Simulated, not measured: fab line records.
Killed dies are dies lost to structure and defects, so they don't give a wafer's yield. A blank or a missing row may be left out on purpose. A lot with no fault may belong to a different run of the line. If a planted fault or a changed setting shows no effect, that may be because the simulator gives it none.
Which of the tools did it? + flow n5 finfet + Sampling: 24 lots, 72 wafers, 6 of 1938 route steps

WHAT THE GAUGES SHOWED, per wafer
N5_BEOL_M13_OCD_MEAS_35. Usual: trench depth nm at 415 nm, with a standard deviation of 5.5.
| lot  | measured     | on     | trench depth nm (nm) | flag |
|------|--------------|--------|----------------------|------|
| L074 | day 10 22:09 | ocd-01 | 412 410 413          |      |
| L075 | day 11 14:37 | ocd-01 | 413 411 408          |      |
| L076 | day 11 21:10 | ocd-01 | 411 416 405          |      |
| L077 | day 11 23:27 | ocd-02 | 416 413 419          |      |
| L078 | day 12 00:29 | ocd-01 | 421 420 417          |      |
| L081 | day 13 12:13 | ocd-01 | 415 418 410          |      |
| L080 | day 13 12:23 | ocd-02 | 411 421 411          |      |
| L082 | day 13 12:47 | ocd-01 | 412 421 416          |      |
| L083 | day 13 23:48 | ocd-02 | 413 417 422          |      |
| L084 | day 14 02:34 | ocd-02 | 418 410 416          |      |
| L079 | day 14 16:13 | ocd-01 | 421 413 422          |      |
| L085 | day 15 01:13 | ocd-02 | 417 403 412          |      |
| L087 | day 15 05:01 | ocd-01 | 417 414 417          |      |
| L086 | day 15 10:32 | ocd-01 | 423 401 413          |      |
| L088 | day 15 21:23 | ocd-01 | 408 409 411          |      |
| L089 | day 15 21:58 | ocd-01 | 416 418 415          |      |
| L090 | day 16 04:12 | ocd-02 | 411 401 417          |      |
| L093 | day 16 10:09 | ocd-02 | 404 413 401          |      |
| L091 | day 16 12:41 | ocd-02 | 423 417 422          |      |
| L096 | day 17 11:24 | ocd-01 | 421 413 418          |      |
| L092 | day 17 11:34 | ocd-02 | 409 421 420          |      |
| L094 | day 17 14:57 | ocd-02 | 423 429 424          |      |
| L095 | day 17 17:34 | ocd-02 | 413 422 423          |      |
| L097 | day 17 19:28 | ocd-02 | 414 417 423          |      |

N5_BEOL_M14_OVL_MEAS_11. Usual: for V13_OVL the level is 0 nm and the standard deviation is 5.5.
| lot  | measured     | on         | V13_OVL (nm) | flag |
|------|--------------|------------|--------------|------|
| L074 | day 11 03:08 | overlay-02 | 5 2 0        |      |
| L075 | day 11 21:29 | overlay-01 | 7 -5 -8      |      |
| L076 | day 12 01:35 | overlay-01 | 3 -3 -3      |      |
| L077 | day 12 04:00 | overlay-01 | -10 -4 -4    |      |
| L078 | day 12 03:38 | overlay-02 | 0 1 4        |      |
| L081 | day 13 16:36 | overlay-02 | 3 5 1        |      |
| L080 | day 13 16:49 | overlay-02 | 6 6 -2       |      |
| L082 | day 13 17:58 | overlay-02 | -2 0 3       |      |
| L083 | day 14 04:14 | overlay-01 | 1 7 -2       |      |
| L084 | day 14 08:17 | overlay-02 | 8 2 4        |      |
| L079 | day 14 23:22 | overlay-02 | -6 -6 -6     |      |
| L085 | day 15 09:48 | overlay-01 | 1 2 2        |      |
| L087 | day 15 11:47 | overlay-01 | 2 10 2       |      |
| L086 | day 15 16:41 | overlay-01 | -2 11 -5     |      |
| L088 | day 16 02:04 | overlay-02 | 4 4 -5       |      |
| L089 | day 16 11:17 | overlay-02 | -4 -3 -2     |      |
| L090 | day 16 11:53 | overlay-01 | 8 12 6       |      |
| L093 | day 16 13:51 | overlay-01 | 11 12 4      |      |
| L091 | day 16 15:55 | overlay-02 | -9 -10 -3    |      |
| L096 | day 17 16:54 | overlay-01 | -2 -3 -4     |      |
| L092 | day 17 18:02 | overlay-01 | -3 0 1       |      |
| L094 | day 17 18:13 | overlay-01 | 5 5 6        |      |
| L095 | day 17 20:56 | overlay-01 | -9 -6 -3     |      |
| L097 | day 17 22:31 | overlay-01 | 10 1 -2      |      |

N5_BEOL_M14_CD_MEAS_28 targets a cd of 284.4 nm. Usual: cd nm at 284.8 nm, with a standard deviation of 1.6.
| lot  | measured     | on        | cd nm (nm)        | flag |
|------|--------------|-----------|-------------------|------|
| L074 | day 11 03:57 | cd sem-03 | 283.3 283.4 282.6 |      |
| L075 | day 11 23:05 | cd sem-01 | 286.0 286.3 287.3 |      |
| L076 | day 12 02:37 | cd sem-03 | 282.3 285.8 282.8 |      |
| L077 | day 12 05:07 | cd sem-03 | 289.5 287.5 286.8 |      |
| L078 | day 12 04:58 | cd sem-02 | 285.7 285.5 285.5 |      |
| L081 | day 13 17:32 | cd sem-03 | 285.5 286.4 287.6 |      |
| L080 | day 13 17:56 | cd sem-02 | 285.0 281.9 286.2 |      |
| L082 | day 13 19:20 | cd sem-03 | 288.5 286.1 284.0 |      |
| L083 | day 14 05:13 | cd sem-01 | 285.5 283.1 284.4 |      |
| L084 | day 14 09:07 | cd sem-01 | 285.8 286.1 284.4 |      |
| L079 | day 15 00:19 | cd sem-02 | 282.6 284.9 284.1 |      |
| L085 | day 15 10:44 | cd sem-02 | 286.6 285.5 282.6 |      |
| L087 | day 15 12:40 | cd sem-01 | 283.6 284.9 281.2 |      |
| L086 | day 15 17:38 | cd sem-03 | 285.8 282.8 280.6 |      |
| L088 | day 16 03:01 | cd sem-03 | 284.5 284.9 284.2 |      |
| L089 | day 16 12:24 | cd sem-03 | 284.7 287.0 287.6 |      |
| L090 | day 16 12:52 | cd sem-02 | 284.5 283.5 282.5 |      |
| L093 | day 16 14:45 | cd sem-03 | 283.5 286.7 284.9 |      |
| L091 | day 16 16:44 | cd sem-03 | 283.3 285.5 284.4 |      |
| L096 | day 17 17:44 | cd sem-02 | 283.5 286.7 282.4 |      |
| L092 | day 17 18:51 | cd sem-03 | 284.3 285.9 284.9 |      |
| L094 | day 17 19:10 | cd sem-01 | 286.5 285.4 286.8 |      |
| L095 | day 17 21:45 | cd sem-01 | 287.5 285.2 286.0 |      |
| L097 | day 17 23:20 | cd sem-03 | 285.5 283.9 286.5 |      |

TOOL THAT RAN EACH LOT (tool first, then ch and the chambers of the sampled wafers, then the start)
| lot  | N5_BEOL_M13_STRIP_37                 | N5_BEOL_M13_DEGAS_41         | N5_BEOL_M13_DEP_53              |
|------|--------------------------------------|------------------------------|---------------------------------|
| L074 | plasma asher-01 ch 0,1, day 10 22:12 | pvd sputter-01, day 11 01:11 | pecvd-03 ch 1,2, day 11 02:22   |
| L075 | plasma asher-02 ch 0,1, day 11 14:39 | pvd sputter-01, day 11 19:39 | pecvd-02 ch 1,2, day 11 20:49   |
| L076 | plasma asher-02 ch 0,1, day 11 21:14 | pvd sputter-03, day 11 22:24 | pecvd-02 ch 0,1,2, day 12 00:56 |
| L077 | plasma asher-01 ch 0,1, day 11 23:29 | pvd sputter-01, day 12 01:05 | pecvd-02 ch 1,2, day 12 03:13   |
| L078 | plasma asher-02 ch 0,1, day 12 00:32 | pvd sputter-02, day 12 01:16 | pecvd-04 ch 0,2, day 12 02:59   |
| L081 | plasma asher-02 ch 1, day 13 12:16   | pvd sputter-01, day 13 14:38 | pecvd-03 ch 0,1,2, day 13 15:49 |
| L080 | plasma asher-01 ch 0,1, day 13 12:25 | pvd sputter-03, day 13 14:59 | pecvd-04 ch 0,1,2, day 13 16:09 |
| L082 | plasma asher-02 ch 0,1, day 13 12:50 | pvd sputter-02, day 13 15:53 | pecvd-04 ch 0,1,2, day 13 17:13 |
| L083 | plasma asher-02 ch 0,1, day 13 23:52 | pvd sputter-01, day 14 02:17 | pecvd-02 ch 1,2, day 14 03:27   |
| L084 | plasma asher-01 ch 0, day 14 02:37   | pvd sputter-02, day 14 06:23 | pecvd-03 ch 0,1,2, day 14 07:33 |
| L079 | plasma asher-02 ch 0, day 14 16:15   | pvd sputter-03, day 14 20:47 | pecvd-04 ch 0,1, day 14 22:35   |
| L085 | plasma asher-01 ch 0,1, day 15 01:15 | pvd sputter-03, day 15 07:57 | pecvd-02 ch 0,1,2, day 15 09:08 |
| L087 | plasma asher-01 ch 0,1, day 15 05:03 | pvd sputter-03, day 15 09:49 | pecvd-04 ch 0,2, day 15 11:01   |
| L086 | plasma asher-02 ch 0,1, day 15 10:40 | pvd sputter-02, day 15 14:52 | pecvd-02 ch 0,1,2, day 15 16:02 |
| L088 | plasma asher-02 ch 0,1, day 15 21:26 | pvd sputter-02, day 16 00:02 | pecvd-04 ch 0,2, day 16 01:17   |
| L089 | plasma asher-01 ch 0,1, day 15 22:02 | pvd sputter-01, day 16 09:28 | pecvd-02 ch 0,1,2, day 16 10:38 |
| L090 | plasma asher-02 ch 0,1, day 16 04:14 | pvd sputter-02, day 16 09:40 | pecvd-04 ch 0,1, day 16 11:05   |
| L093 | plasma asher-01 ch 0,1, day 16 10:11 | pvd sputter-01, day 16 12:01 | pecvd-04 ch 0,2, day 16 13:11   |
| L091 | plasma asher-01 ch 0,1, day 16 12:44 | pvd sputter-03, day 16 13:56 | pecvd-04 ch 1,2, day 16 15:16   |
| L096 | plasma asher-02 ch 0, day 17 11:26   | pvd sputter-02, day 17 14:52 | pecvd-03 ch 0,2, day 17 16:02   |
| L092 | plasma asher-01 ch 0,1, day 17 11:37 | pvd sputter-03, day 17 15:57 | pecvd-03 ch 0,1,2, day 17 17:15 |
| L094 | plasma asher-01 ch 0,1, day 17 15:00 | pvd sputter-03, day 17 16:16 | pecvd-02 ch 0,2, day 17 17:34   |
| L095 | plasma asher-01 ch 1, day 17 17:36   | pvd sputter-01, day 17 18:58 | pecvd-04 ch 0,1,2, day 17 20:09 |
| L097 | plasma asher-02 ch 0,1, day 17 19:30 | pvd sputter-03, day 17 20:39 | pecvd-04 ch 0,2, day 17 21:50   |
- N5_BEOL_M13_STRIP_37: strips in N2/H2.
- N5_BEOL_M13_DEGAS_41: time 60 s.
- N5_BEOL_M13_DEP_53: deposits SiCN from 3MS/NH3, target thk 50 nm, time 17.8 s.

AS READ BY THE TOOLS THEMSELVES (means over the sampled wafers that have a number; for cases with no such wafer, the mark the record gives instead)
N5_BEOL_M13_STRIP_37. Usual: drypump motor current A 5.4 A, standard deviation 0.55; heater power w 353 W, standard deviation 31; oes product au 0.784 a.u., standard deviation 0.011.
| lot  | tool            | drypump motor current A (A) | heater power w (W) | oes product au (a.u.) | flag |
|------|-----------------|-----------------------------|--------------------|-----------------------|------|
| L074 | plasma asher-01 | 5.6                         | 326                | 0.786                 |      |
| L075 | plasma asher-02 | 5.6                         | 372                | 0.778                 |      |
| L076 | plasma asher-02 | 5.4                         | 382                | 0.781                 |      |
| L077 | plasma asher-01 | 5.6                         | 325                | 0.786                 |      |
| L078 | plasma asher-02 | 5.4                         | 387                | 0.784                 |      |
| L081 | plasma asher-02 | 5.9                         | 362                | 0.792                 |      |
| L080 | plasma asher-01 | 5.1                         | 331                | 0.779                 |      |
| L082 | plasma asher-02 | 5.4                         | 384                | 0.781                 |      |
| L083 | plasma asher-02 | 5.6                         | 372                | 0.785                 |      |
| L084 | plasma asher-01 | 6.0                         | 316                | 0.790                 |      |
| L079 | plasma asher-02 | 5.1                         | 398                | 0.781                 |      |
| L085 | plasma asher-01 | 5.6                         | 328                | 0.781                 |      |
| L087 | plasma asher-01 | 5.1                         | 332                | 0.786                 |      |
| L086 | plasma asher-02 | 5.4                         | 385                | 0.784                 |      |
| L088 | plasma asher-02 | 5.4                         | 385                | 0.781                 |      |
| L089 | plasma asher-01 | 5.1                         | 330                | 0.785                 |      |
| L090 | plasma asher-02 | 5.4                         | 386                | 0.798                 |      |
| L093 | plasma asher-01 | 5.6                         | 320                | 0.779                 |      |
| L091 | plasma asher-01 | 5.6                         | 325                | 0.795                 |      |
| L096 | plasma asher-02 | 5.1                         | 398                | 0.781                 |      |
| L092 | plasma asher-01 | 5.1                         | 329                | 0.787                 |      |
| L094 | plasma asher-01 | 5.6                         | 322                | 0.782                 |      |
| L095 | plasma asher-01 | 4.7                         | 336                | 0.775                 |      |
| L097 | plasma asher-02 | 5.3                         | 387                | 0.784                 |      |

N5_BEOL_M13_DEGAS_41. Usual: heater power w at 331 W, with a standard deviation of 32.
| lot  | tool           | heater power w (W) | flag |
|------|----------------|--------------------|------|
| L074 | pvd sputter-01 | 341                |      |
| L075 | pvd sputter-01 | 337                |      |
| L076 | pvd sputter-03 | 357                |      |
| L077 | pvd sputter-01 | 340                |      |
| L078 | pvd sputter-02 | 324                |      |
| L081 | pvd sputter-01 | 352                |      |
| L080 | pvd sputter-03 | 336                |      |
| L082 | pvd sputter-02 | 314                |      |
| L083 | pvd sputter-01 | 319                |      |
| L084 | pvd sputter-02 | 333                |      |
| L079 | pvd sputter-03 | 347                |      |
| L085 | pvd sputter-03 | 339                |      |
| L087 | pvd sputter-03 | 355                |      |
| L086 | pvd sputter-02 | 329                |      |
| L088 | pvd sputter-02 | 327                |      |
| L089 | pvd sputter-01 | 352                |      |
| L090 | pvd sputter-02 | 322                |      |
| L093 | pvd sputter-01 | 322                |      |
| L091 | pvd sputter-03 | 324                |      |
| L096 | pvd sputter-02 | 333                |      |
| L092 | pvd sputter-03 | 317                |      |
| L094 | pvd sputter-03 | 306                |      |
| L095 | pvd sputter-01 | 316                |      |
| L097 | pvd sputter-03 | 327                |      |

N5_BEOL_M13_DEP_53. Usual: showerhead plenum p Torr 4.167 Torr, standard deviation 0.026; throttle valve pct 17.6 %, standard deviation 0.82.
| lot  | tool     | showerhead plenum p Torr (Torr) | throttle valve pct (%) | flag |
|------|----------|---------------------------------|------------------------|------|
| L074 | pecvd-03 | 4.145                           | 17.3                   |      |
| L075 | pecvd-02 | 4.162                           | 16.8                   |      |
| L076 | pecvd-02 | 4.159                           | 17.7                   |      |
| L077 | pecvd-02 | 4.162                           | 16.9                   |      |
| L078 | pecvd-04 | 4.181                           | 16.9                   |      |
| L081 | pecvd-03 | 4.161                           | 17.3                   |      |
| L080 | pecvd-04 | 4.181                           | 17.5                   |      |
| L082 | pecvd-04 | 4.179                           | 17.5                   |      |
| L083 | pecvd-02 | 4.171                           | 16.9                   |      |
| L084 | pecvd-03 | 4.154                           | 17.5                   |      |
| L079 | pecvd-04 | 4.189                           | 17.6                   |      |
| L085 | pecvd-02 | 4.151                           | 17.8                   |      |
| L087 | pecvd-04 | 4.180                           | 17.2                   |      |
| L086 | pecvd-02 | 4.159                           | 17.8                   |      |
| L088 | pecvd-04 | 4.177                           | 17.1                   |      |
| L089 | pecvd-02 | 4.159                           | 17.8                   |      |
| L090 | pecvd-04 | 4.193                           | 17.8                   |      |
| L093 | pecvd-04 | 4.191                           | 17.1                   |      |
| L091 | pecvd-04 | 4.168                           | 17.6                   |      |
| L096 | pecvd-03 | 4.171                           | 17.2                   |      |
| L092 | pecvd-03 | 4.155                           | 17.6                   |      |
| L094 | pecvd-02 | 4.163                           | 18.2                   |      |
| L095 | pecvd-04 | 4.178                           | 17.6                   |      |
| L097 | pecvd-04 | 4.178                           | 17.2                   |      |

THE ANSWER, worked out from the rows above alone
Rule: take the mean of a lot's wafers that have a number; if it is more than 3 standard deviations from the usual mean, the lot is off. Also off: a lot with no number at a reading for which 4 or more lots have one. The other lots that the step has rows for count as sound. Order of review: gauges by route order, followed by the tools' own readings, for which a lot's mean as printed above is used. At the first step where some lot is off, the reading lying furthest off is the one used; lots without a number count as furthest.
Nothing can be told from this: no lot is off at any reading shown.

WHAT WAS PUT IN BY THE SIMULATOR
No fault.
